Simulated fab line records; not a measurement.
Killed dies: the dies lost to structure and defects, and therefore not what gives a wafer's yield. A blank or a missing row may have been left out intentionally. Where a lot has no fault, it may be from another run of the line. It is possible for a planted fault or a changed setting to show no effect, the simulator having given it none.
fab line records	flow nand-harc
[record] lots = 5	wafers = 15	last-day = 23
route steps=1159 shown P_CONTACT@248 P_M0@253 P_M1@285 P_M2@331 END@1159
lots with no fault: from the same line, run without faults
start-h: hours from the record's first day to the start of the lot's first wafer shown	wait-h: hours since the lot's step before	" unchanged from the row above	L1.1+2: a row that stands for several wafers	- no value, or no start given	* or withheld: withheld	< > ~ a bound
route shown NAME@n: a module of which the file shows steps, and the number in the route of the first	usual: mean/standard deviation taken from wafers without a fault	same: alike in all rows	chamber/n: place in a boat	sites: readings site by site	_std_site: the standard deviation of these	_edge_site: outer sites' mean less inner sites'	radius-mm: for every site, how far away it sits from the centre of the wafer	mask NAME#n: copy n	behind: the last tool/chamber to shape the wafer	hold: the reason the lot was held/the length of the hold in hours/how it ended	device: the n, p or np transistor that did not switch	end of line: the tests these same wafers got at the end of their route	a step with no rows: only its recipe	killed: at the first sort, the dies lost to defects and structure; wafer yield is something else	map: a wafer's dies, x killed, . not, _ none there
set.NAME: the run value of the setting; set.NAME@STEP: its run value at that earlier step	model.NAME: the simulator's own value behind a step, which no gauge read
certain route steps with their lots: each step a table, each wafer a row
services: the hour from which a tool's chamber was out of use, counted from the record's first day as start-h (under 0 if before that day), plus the number of hours and why
[[steps]]
[step NHARC_P_CONTACT_CVD_23]
[recipe] target-thk-a = 2000	temp-c = 300	pressure-torr = 40	wf6-flow-sccm = 40	h2-flow-sccm = 1600	ar-flow-sccm = 1560	time-s = 557	material = W
[usual] heater-power-w = 492/11	throttle-valve-pct = 7.95/0.24
lot.wafer	tool	chamber	start-h	wait-h	heater-power-w	throttle-valve-pct
L861.2	cvd-w-02	0	-	-	485	7.52
L861.3	"	0	"	"	484	8.17
L861.6	"	1	"	"	487	8.25
L862.1	cvd-w-02	0	-	-	485	7.69
L862.3	"	1	"	"	488	8.04
L862.5	"	1	"	"	497	8.16
L869.1	cvd-w-02	1	-	-	486	8.13
L869.4	"	0	"	"	499	7.82
L869.6	"	1	"	"	485	8.23
L875.2	cvd-w-01	1	-	-	507	7.61
L875.6	"	0	"	"	495	8.22
L875.5	"	1	"	"	493	7.70
L877.1	cvd-w-01	1	-	-	503	7.99
L877.5	"	0	"	"	483	8.26
L877.6	"	1	"	"	501	7.49
[step NHARC_P_CONTACT_CMP_24]
[recipe] t-overpolish-s = 30	target-thk-nm = 200
[step NHARC_P_CONTACT_SRD_26]
[step NHARC_P_CONTACT_INSPECT_27]
[usual] raw-defect-count = 303/130
lot.wafer	tool	chamber	start-h	wait-h	raw-defect-count
L861.2	defect-inspect-01	-	129.47	0.1	248
L861.3	"	-	"	"	252
L861.6	"	-	"	"	162
L862.1	defect-inspect-01	-	130.45	0.1	187
L862.3	"	-	"	"	227
L862.5	"	-	"	"	205
L869.1	defect-inspect-02	-	163.92	0.1	367
L869.4	"	-	"	"	400
L869.6	"	-	"	"	577
L875.2	defect-inspect-01	-	203.91	0.1	317
L875.5	"	-	"	"	565
L875.6	"	-	"	"	459
L877.1	defect-inspect-01	-	214.11	0.1	130
L877.5	"	-	"	"	193
L877.6	"	-	"	"	322
[step NHARC_P_M0_DEP_00]
[recipe] target-thk-a = 1500	target-thk-nm = 150	temp-c = withheld	pressure-torr = 5	flow-sccm = 200	rf-w = 600	material = SiOC
[step NHARC_P_M0_DEHYDRATE_01]
[recipe] temp-c = 150	time-s = 120
[step NHARC_P_M0_HMDS_02]
[recipe] time-s = 30
[step NHARC_P_M0_COAT_33]
[recipe] temp-c = 200	time-s = 65
[step NHARC_P_M0_COAT_03]
[recipe] spin-rpm = 1500	resist-thk-nm = 90
[step NHARC_P_M0_SOFTBAKE_04]
[recipe] temp-c = 105	time-s = 55
[step NHARC_P_M0_EBR_05]
[step NHARC_P_M0_EXPOSE_06]
[recipe] na = 1.35	target-cd-nm = 90	dose-mj = 81.28	mask-id = P_M0
lot.wafer	tool	chamber	start-h	wait-h	mask
L861.2+3+6	arfi-scanner-03	0	130.11	-	P_M0#0
L862.1+3+5	arfi-scanner-01	0	131.21	-	P_M0#0
L869.1+4+6	arfi-scanner-03	0	164.68	-	P_M0#0
L875.2+5+6	arfi-scanner-02	0	204.90	-	P_M0#0
L877.1+5+6	arfi-scanner-02	0	214.74	-	P_M0#0
[step NHARC_P_M0_PEB_07]
[recipe] peb-temp-c = 100	peb-time-s = 65
[step NHARC_P_M0_DEVELOP_08]
[recipe] develop-time-s = 35	dev-temp-c = 23
[step NHARC_P_M0_CD_MEAS_09]
[recipe] target-cd-nm = 90	landing-energy-ev = 500
[usual] cd-nm = 90.0/0.67
lot.wafer	tool	chamber	start-h	wait-h	cd-nm
L861.2	cd-sem-03	0	130.25	-	89.3
L861.3	"	0	"	"	89.0
L861.6	"	0	"	"	89.3
L862.1	cd-sem-02	0	131.35	-	89.3
L862.3	"	0	"	"	89.3
L862.5	"	0	"	"	89.2
L869.1	cd-sem-01	0	164.82	-	90.2
L869.4	"	0	"	"	90.7
L869.6	"	0	"	"	91.4
L875.2	cd-sem-03	0	205.04	-	90.4
L875.5	"	0	"	"	89.5
L875.6	"	0	"	"	90.1
L877.1	cd-sem-03	0	214.88	-	91.2
L877.5	"	0	"	"	90.7
L877.6	"	0	"	"	89.5
[step NHARC_P_M0_OVL_MEAS_10]
[recipe] pitch-nm = 180
[usual] overlay-x-nm = -0.3/0.77	overlay-y-nm = 0.0/0.96
lot.wafer	tool	chamber	start-h	wait-h	overlay-x-nm	overlay-y-nm
L861.2	overlay-01	-	130.34	-	-1.4	0.5
L861.3	"	-	"	"	-1.3	0.0
L861.6	"	-	"	"	-1.4	-0.2
L862.1	overlay-01	-	131.44	-	-1.7	0.3
L862.3	"	-	"	"	-1.0	0.3
L862.5	"	-	"	"	-1.3	0.3
L869.1	overlay-02	-	164.91	-	-0.8	0.3
L869.4	"	-	"	"	-1.0	0.3
L869.6	"	-	"	"	-0.5	0.7
L875.2	overlay-01	-	205.13	-	-1.3	1.7
L875.5	"	-	"	"	-1.1	2.4
L875.6	"	-	"	"	-1.3	1.9
L877.1	overlay-01	-	214.97	-	-0.1	-0.1
L877.5	"	-	"	"	-0.2	0.2
L877.6	"	-	"	"	-0.1	-0.2
[step NHARC_P_M0_INSPECT_11]
[usual] raw-defect-count = 4.0/2.4
lot.wafer	tool	chamber	start-h	wait-h	raw-defect-count
L861.2	defect-inspect-02	-	130.38	0.0	2
L861.3	"	-	"	"	3
L861.6	"	-	"	"	2
L862.1	defect-inspect-02	-	131.48	0.0	8
L862.3	"	-	"	"	2
L862.5	"	-	"	"	3
L869.1	defect-inspect-02	-	164.94	0.0	0
L869.4	"	-	"	"	1
L869.6	"	-	"	"	3
L875.2	defect-inspect-01	-	205.16	0.0	3
L875.5	"	-	"	"	6
L875.6	"	-	"	"	3
L877.1	defect-inspect-01	-	215.01	0.0	5
L877.5	"	-	"	"	2
L877.6	"	-	"	"	6
[step NHARC_P_M0_DESCUM_14]
[recipe] time-s = 3	o2-flow-sccm = 200	ar-flow-sccm = 0	bias-power-w = 0	chemistry = O2
[step NHARC_P_M0_ETCH_34]
[recipe] target-depth-a = 400	overetch-a = 120	time-s = 43.94	ion-energy-ev = 200	n2-flow-sccm = 150	h2-flow-sccm = 150	ar-flow-sccm = 0	rf-w = 400	bias-w = 150	chemistry = N2/H2
[usual] bias-w = 149.9/0.4	drypump-motor-current-A = 5.6/0.44	n2-flow-sccm = 150.0/0.43	oes-product-au = 1.001/0.01	rf-vpp-V = 430.8/2	showerhead-plenum-p-Torr = 2.05/0.066	throttle-valve-pct = 14.171/0.0083
lot.wafer	tool	chamber	start-h	wait-h	bias-w	drypump-motor-current-A	n2-flow-sccm	oes-product-au	rf-hours-counter-h	rf-vpp-V	showerhead-plenum-p-Torr	throttle-valve-pct
L861.2	rie-diel-13	1	130.53	0.1	149.5	5.9	150.0	0.995	1	430.0	2.05	14.166
L861.3	"	2	"	"	149.8	4.9	149.8	0.980	1	427.7	1.96	14.177
L861.6	"	1	"	"	150.1	5.9	149.4	1.004	-	430.2	2.05	14.171
L862.1	rie-diel-05	3	131.62	0.1	150.1	5.8	148.9	1.002	10	431.4	2.05	14.181
L862.3	"	2	"	"	149.7	5.5	149.9	0.993	11	430.9	2.07	14.173
L862.5	"	3	"	"	149.6	5.8	149.1	1.003	-	431.6	2.05	14.180
L869.1	rie-diel-10	0	165.11	0.1	149.8	6.6	150.3	1.000	9	433.2	2.16	14.177
L869.4	"	3	"	"	149.8	5.4	150.3	1.003	-	427.5	1.93	14.175
L869.6	"	1	"	"	150.2	5.2	150.7	0.989	-	427.8	1.96	14.186
L875.2	rie-diel-10	0	205.31	0.1	150.5	6.6	150.1	0.996	1	435.0	2.16	14.164
L875.5	"	0	"	"	150.0	6.6	150.1	1.003	-	435.9	2.16	14.166
L875.6	"	1	"	"	150.6	5.2	149.7	1.003	-	428.5	1.96	14.171
L877.1	rie-diel-13	1	215.17	0.1	149.8	5.9	150.0	0.998	5	429.0	2.04	14.155
L877.5	"	3	"	"	149.7	5.8	150.4	1.001	-	431.7	2.09	14.176
L877.6	"	0	"	"	149.8	5.7	149.8	1.008	-	434.1	2.12	14.178
[step NHARC_P_M0_ETCH_15]
[recipe] target-depth-a = 1500	overetch-a = 150	time-s = 82.5	c4f8-flow-sccm = withheld	ar-flow-sccm = 400	rf-w = 600	bias-w = 300	chemistry = C4F8/Ar
[step NHARC_P_M0_CD_MEAS_16]
[usual] cd-nm = 90.0/0.87
lot.wafer	tool	chamber	start-h	wait-h	cd-nm
L861.2	cd-sem-03	-	130.74	-	88.2
L861.3	"	-	"	"	88.7
L861.6	"	-	"	"	88.5
L862.1	cd-sem-02	-	131.84	-	89.6
L862.3	"	-	"	"	89.2
L862.5	"	-	"	"	89.2
L869.1	cd-sem-01	-	165.35	-	89.3
L869.4	"	-	"	"	90.3
L869.6	"	-	"	"	91.4
L875.2	cd-sem-03	-	205.53	-	90.2
L875.5	"	-	"	"	89.3
L875.6	"	-	"	"	90.7
L877.1	cd-sem-03	-	215.37	-	90.9
L877.5	"	-	"	"	90.1
L877.6	"	-	"	"	90.0
[step NHARC_P_M0_STRIP_18]
[recipe] power-w = 1000	n2-flow-sccm = 150	h2-flow-sccm = 150	ar-flow-sccm = 0	bias-w = 0	chemistry = N2/H2
[step NHARC_P_M0_STRIP_19]
[recipe] time-s = 600	temp-c = 30	chemistry = post-etch-residue-remover
[step NHARC_P_M0_DEGAS_28]
[recipe] temp-c = 250	time-s = 60
[usual] heater-power-w = 326/37
lot.wafer	tool	chamber	start-h	wait-h	heater-power-w
L861.2	pvd-sputter-02	-	131.36	-	284
L861.3	"	-	"	"	264
L861.6	"	-	"	"	292
L862.1	pvd-sputter-01	-	132.51	-	321
L862.3	"	-	"	"	247
L862.5	"	-	"	"	323
L869.1	pvd-sputter-02	-	166.03	-	263
L869.4	"	-	"	"	291
L869.6	"	-	"	"	266
L875.2	pvd-sputter-03	-	206.16	-	307
L875.5	"	-	"	"	347
L875.6	"	-	"	"	328
L877.1	pvd-sputter-01	-	216.00	-	337
L877.6	"	-	"	"	345
L877.5	"	-	"	"	319
[step NHARC_P_M0_PRE_CLEAN_29]
[recipe] time-s = 30	temp-c = 280	gas = H2/He
[step NHARC_P_M0_PVD_20]
[recipe] target-thk-a = 50	bias-v = 168.6	power-w = 15000	chamber-pressure-pa = 0.12	time-s = 8.06	substrate-temp-c = 50	material = TaN
[usual] throttle-valve-pct = 29.8/1.1
lot.wafer	tool	chamber	start-h	wait-h	throttle-valve-pct
L861.2	pvd-sputter-02	-	-	-	29.6
L861.3	"	-	"	"	29.9
L861.6	"	-	"	"	29.6
L862.3	pvd-sputter-01	-	-	-	31.7
L862.1	"	-	"	"	30.4
L862.5	"	-	"	"	30.3
L869.1	pvd-sputter-02	-	-	-	29.2
L869.4	"	-	"	"	29.7
L869.6	"	-	"	"	30.9
L875.2	pvd-sputter-03	-	-	-	30.6
L875.5	"	-	"	"	27.4
L875.6	"	-	"	"	30.7
L877.1	pvd-sputter-01	-	-	-	29.9
L877.5	"	-	"	"	30.1
L877.6	"	-	"	"	29.9
[step NHARC_P_M0_PVD_21]
[recipe] target-thk-a = 300	chamber-pressure-pa = 5	power-w = 5000	substrate-temp-c = 30	time-s = 20.49	material = Cu
[step NHARC_P_M0_ECD_22]
[recipe] target-thk-a = 4000	bath-temp-c = 25	material = Cu
[step NHARC_P_M0_ANNEAL_30]
[recipe] temp-c = 225	time-s = 90
[step NHARC_P_M0_CMP_23]
[recipe] t-overpolish-s = 20	target-thk-nm = 117.53
[usual] motor-current-A = 12.0/1.5	time-to-endpoint-s = 28.7/2.3
lot.wafer	tool	chamber	start-h	wait-h	motor-current-A	time-to-endpoint-s
L861.2	cmp-03	3	132.47	-	11.2	27.9
L861.3	"	1	"	"	13.7	28.9
L861.6	"	3	"	"	11.3	26.5
L862.1	cmp-03	3	134.05	-	10.5	27.1
L862.3	"	0	"	"	12.1	31.0
L862.5	"	2	"	"	13.5	29.5
L869.4	cmp-04	2	167.14	-	11.3	32.5
L869.1	"	3	"	"	11.3	29.4
L869.6	"	1	"	"	8.8	27.5
L875.2	cmp-03	0	207.34	-	12.7	29.4
L875.5	"	0	"	"	12.4	30.0
L875.6	"	1	"	"	14.2	28.5
L877.1	cmp-03	1	217.09	-	14.7	25.4
L877.5	"	0	"	"	13.4	29.5
L877.6	"	1	"	"	13.8	28.8
[step NHARC_P_M0_THK_MEAS_24]
[recipe] thk-meas-gauge = xrf
[usual] thk-nm = 117.5/1.3
lot.wafer	tool	chamber	start-h	wait-h	thk-nm
L861.2	film-metro-01	-	132.76	-	117.3
L861.3	"	-	"	"	115.0
L861.6	"	-	"	"	117.6
L862.1	film-metro-01	-	134.31	-	115.5
L862.3	"	-	"	"	115.4
L862.5	"	-	"	"	117.2
L869.1	film-metro-01	-	167.43	-	118.2
L869.4	"	-	"	"	118.3
L869.6	"	-	"	"	118.5
L875.2	film-metro-02	-	207.66	-	117.1
L875.5	"	-	"	"	117.5
L875.6	"	-	"	"	116.7
L877.1	film-metro-02	-	217.38	-	116.7
L877.5	"	-	"	"	114.5
L877.6	"	-	"	"	116.5
[step NHARC_P_M0_SRD_25]
[step NHARC_P_M0_INSPECT_27]
[usual] raw-defect-count = 294/110
lot.wafer	tool	chamber	start-h	wait-h	raw-defect-count
L861.2	defect-inspect-02	-	132.91	0.0	234
L861.3	"	-	"	"	151
L861.6	"	-	"	"	174
L862.1	defect-inspect-02	-	134.47	0.0	419
L862.3	"	-	"	"	228
L862.5	"	-	"	"	252
L869.1	defect-inspect-01	-	167.58	0.0	392
L869.4	"	-	"	"	303
L869.6	"	-	"	"	357
L875.2	defect-inspect-01	-	207.82	0.0	227
L875.5	"	-	"	"	268
L875.6	"	-	"	"	248
L877.1	defect-inspect-02	-	217.54	0.0	613
L877.5	"	-	"	"	631
L877.6	"	-	"	"	534
[step NHARC_P_M0_PRE_CLEAN_31]
[recipe] time-s = 12	temp-c = 370	rf-power-w = 300	gas = NH3
[step NHARC_P_M0_DEP_32]
[recipe] target-thk-a = 300	temp-c = 370	target-thk-nm = 30	pressure-torr = 3	flow-sccm = 200	rf-w = 450	material = SiCN
[step NHARC_P_M1_DEP_00]
[recipe] target-thk-a = 1825	target-thk-nm = 182.5	temp-c = withheld	pressure-torr = 5	flow-sccm = 200	rf-w = 600	material = SiOC
[step NHARC_P_M1_DEHYDRATE_01]
[recipe] temp-c = 150	time-s = 120
[step NHARC_P_M1_HMDS_02]
[recipe] time-s = 30
[step NHARC_P_M1_COAT_34]
[recipe] temp-c = 200	time-s = 65
[step NHARC_P_M1_COAT_03]
[recipe] spin-rpm = 1500	resist-thk-nm = 90
[step NHARC_P_M2_DESCUM_14]
[recipe] time-s = 3	o2-flow-sccm = 200	ar-flow-sccm = 0	bias-power-w = 0	chemistry = O2
[usual] drypump-motor-current-A = 5.4/0.36	oes-product-au = 1.001/0.011	rf-vpp-V = 57.7/0.83	showerhead-plenum-p-Torr = 1.87/0.064	throttle-valve-pct = 11.311/0.009
[same] bias-power-w = 0
lot.wafer	tool	chamber	start-h	wait-h	drypump-motor-current-A	oes-product-au	rf-hours-counter-h	rf-vpp-V	showerhead-plenum-p-Torr	throttle-valve-pct	model.P_M2.cd-nm
L861.3	rie-diel-09	3	139.02	0.1	5.1	1.005	1	58.1	1.81	11.319	170.5
L861.2	"	0	"	"	5.6	1.010	1	58.2	1.85	11.296	170.2
L861.6	"	3	"	"	5.1	1.003	-	57.5	1.81	11.315	170
L862.3	rie-diel-09	3	140.23	0.2	5.1	0.995	2	57.3	1.81	11.318	170.5
L862.1	"	1	"	"	5.3	0.982	2	58.4	1.81	11.298	170.5
L862.5	"	3	"	"	5.0	0.995	-	57.5	1.81	11.312	170.2
L869.1	rie-diel-09	1	173.79	0.1	5.3	0.992	3	57.6	1.81	11.304	169.1
L869.4	"	1	"	"	5.3	0.999	-	58.4	1.81	11.309	169.1
L869.6	"	0	"	"	5.5	1.005	-	56.5	1.85	11.318	169.1
L875.2	rie-diel-09	2	213.79	0.1	5.6	0.991	4	57.1	1.94	11.308	169.5
L875.5	"	1	"	"	5.3	0.995	-	55.7	1.81	11.322	171
L875.6	"	2	"	"	5.6	1.003	-	56.8	1.94	11.311	170.7
L877.1	rie-diel-09	3	223.36	0.1	5.0	0.979	5	56.6	1.81	11.317	170.3
L877.6	"	3	"	"	5.1	0.990	-	57.0	1.81	11.321	170.2
L877.5	"	0	"	"	5.6	1.007	-	57.8	1.85	11.302	170
[step NHARC_P_M2_ETCH_28]
[recipe] target-depth-a = 300	over-etch-frac = 0.3	time-s = 72.99	ion-energy-ev = 150	cf4-flow-sccm = 50	n2-flow-sccm = 100	ar-flow-sccm = 150	rf-w = 300	bias-w = 100	chemistry = CF4/N2
[usual] bias-w = 99.94/0.3	drypump-motor-current-A = 5.4/0.31	n2-flow-sccm = 99.97/0.29	oes-product-au = 1.000/0.011	rf-vpp-V = 313.1/1.6	showerhead-plenum-p-Torr = 2.56/0.079	throttle-valve-pct = 19.795/0.0096
lot.wafer	tool	chamber	start-h	wait-h	bias-w	drypump-motor-current-A	n2-flow-sccm	oes-product-au	rf-hours-counter-h	rf-vpp-V	showerhead-plenum-p-Torr	throttle-valve-pct	model.P_M2.cd-nm
L861.2	rie-diel-09	1	-	-	100.10	5.3	100.38	0.983	1	311.4	2.49	19.782	169
L861.3	"	2	"	"	100.27	5.6	99.75	1.000	1	314.3	2.66	19.787	169.8
L861.6	"	3	"	"	100.07	5.1	99.86	0.983	-	311.6	2.49	19.800	170.7
L862.3	rie-diel-09	0	-	-	100.11	5.6	99.93	1.004	2	313.0	2.55	19.767	170
L862.1	"	1	"	"	99.74	5.3	99.86	0.990	2	312.7	2.49	19.782	169.2
L862.5	"	2	"	"	99.69	5.6	100.70	1.000	-	314.3	2.66	19.804	168.8
L869.1	rie-diel-09	0	-	-	99.55	5.5	100.29	1.011	3	313.2	2.55	19.781	168.6
L869.6	"	0	"	"	99.62	5.5	100.54	1.011	-	312.8	2.55	19.789	168.9
L869.4	"	1	"	"	99.79	5.3	99.83	0.992	-	310.7	2.49	19.792	168.4
L875.2	rie-diel-09	1	-	-	99.43	5.3	99.99	0.998	5	311.6	2.49	19.801	168.9
L875.6	"	1	"	"	99.77	5.3	99.77	0.996	-	311.6	2.49	19.787	170.5
L875.5	"	2	"	"	100.21	5.6	100.02	1.006	-	315.1	2.66	19.786	170.4
L877.1	rie-diel-12	3	-	-	100.18	6.2	100.24	0.995	3	311.5	2.52	19.798	169.9
L877.6	"	2	"	"	99.88	5.2	99.86	1.010	-	314.3	2.58	19.783	169.4
L877.5	"	3	"	"	99.73	6.2	100.16	0.991	-	312.6	2.52	19.806	170.2
[step NHARC_END_SORT_01]
[recipe] temp-c = 25
[usual] defect-limited-yield = 95.4/1.8	killed-at-array = 27/11	killed-at-other = 0.7/1.1	killed-at-periphery = 3.4/2.1	killed-dies = 31/12	killed-open = 3.6/2	killed-short = 2.0/1.3	sort_bin_2_pct = 1.5/0.71	sort_bin_3_pct = 0.25/0.22	sort_bin_4_pct = 2.9/1.2	sort-n-pass = 646/12	sort-rim-yield-pct = 95.0/2.5	sort-yield-pct = 95.4/1.8
[same] gross-dies = 677	sort_bin_5_pct[%] = 0	sort_bin_6_pct[%] = 0	sort_bin_7_pct[%] = 0	sort_bin_8_pct[%] = 0	sort-rim-n-gross = 106.00
lot.wafer	tool	chamber	start-h	wait-h	defect-limited-yield[%]	killed-at-array	killed-at-other	killed-at-periphery	killed-dies	killed-open	killed-short	sort_bin_2_pct[%]	sort_bin_3_pct[%]	sort_bin_4_pct[%]	sort-n-pass	sort-rim-yield-pct[%]	sort-yield-pct[%]
L862.1	prober-02	0	458.49	2.5	97.0	14	0	6	20	3	3	1.2	0	1.8	657	91.5	97.0
L862.3	prober-02	0	460.09	3.1	98.5	9	0	1	10	2	0	0.4	0	1.0	667	96.2	98.5
L862.5	prober-02	0	461.69	3.7	97.5	15	0	2	17	1	2	0.1	0	2.4	660	95.3	97.5
// killed by level:class
L862.1 A_CONTACT:chamber-film-flake=3 P_GATE:chamber-film-flake=2 P_CONTACT:chamber-film-flake=2 A_STAIRCASE:chamber-film-flake=2 A_SLIT:chamber-film-flake=2 P_CONTACT:geometric-particle:short=1 P_M2:geometric-particle:open=1 A_CHANNEL_FILL_D1:geometric-particle:short=1
L862.3 A_SLIT:chamber-film-flake=3 A_CONTACT:chamber-film-flake=2 P_M1:geometric-particle:open=1 A_CONTACT:geometric-particle:open=1 A_CHANNEL_HOLE_D1:chamber-film-flake=1 A_CHANNEL_FILL_D1:chamber-film-flake=1 A_STAIRCASE:chamber-film-flake=1
L862.5 A_SLIT:chamber-film-flake=4 A_CHANNEL_FILL_D1:chamber-film-flake=3 A_CHANNEL_HOLE_D1:chamber-film-flake=2 A_STAIRCASE:chamber-film-flake=2 A_CONTACT:chamber-film-flake=2 P_CONTACT:geometric-particle:open=1 A_WL_FILL:geometric-particle:short=1 A_M0:geometric-particle:short=1
[[services]]
tool	chamber	start-h	hours	kind
cmp-04	-	105.06	4.0	pm
arfi-scanner-02	-	105.30	0.2	repair
cvd-w-01	-	113.76	13.0	pm
rie-diel-13	0	125.01	3.0	repair
arfi-scanner-01	-	126.82	2.0	repair
rie-diel-09	-	127.60	0.3	repair
rie-diel-10	2	130.99	34.8	repair
rie-diel-13	3	133.70	11.5	repair
arfi-scanner-03	-	140.00	4.0	pm
cmp-04	-	142.00	6.0	repair
rie-diel-13	1	148.44	9.1	repair
cmp-03	-	156.02	4.0	pm
pvd-sputter-01	-	158.00	10.0	pm
rie-diel-09	2	161.96	8.5	repair
rie-diel-05	-	163.60	9.0	pm
rie-diel-13	0	167.89	5.2	repair
rie-diel-09	2	170.48	10.0	repair
rie-diel-13	1	170.89	24.5	repair
rie-diel-10	-	176.50	9.0	pm
rie-diel-05	1	180.34	6.3	repair
cvd-w-02	-	198.10	13.0	pm
rie-diel-09	1	216.04	13.2	repair
pvd-sputter-02	-	217.91	10.0	pm
cmp-03	-	219.37	0.3	repair
[[key]]
first-sign none at tools or gauges
[model-effect] step = NHARC_P_M2_DESCUM_14	value = P_M2.cd-nm	without = 171	struck = 169.1
[model-effect] step = NHARC_P_M2_ETCH_28	value = P_M2.cd-nm	without = 170.4	struck = 168.5
met-at NHARC_P_M0_EXPOSE_06
struck-wafers L869.1,L869.4
[loop-trim] step = NHARC_P_M2_EXPOSE_06	setting = dose	lots = L869
onset-between 130.11 164.68
[fault] kind = process-parameter-drift	tool = arfi-scanner-03	chamber = -	onset-h = 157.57	steps = NHARC_P_M0_EXPOSE_06	channel = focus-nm	offset = 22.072	shape = step	end-h = 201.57	scope = struck-wafers-only
// loop-trim: a control loop set the setting to another value than it would have without faults
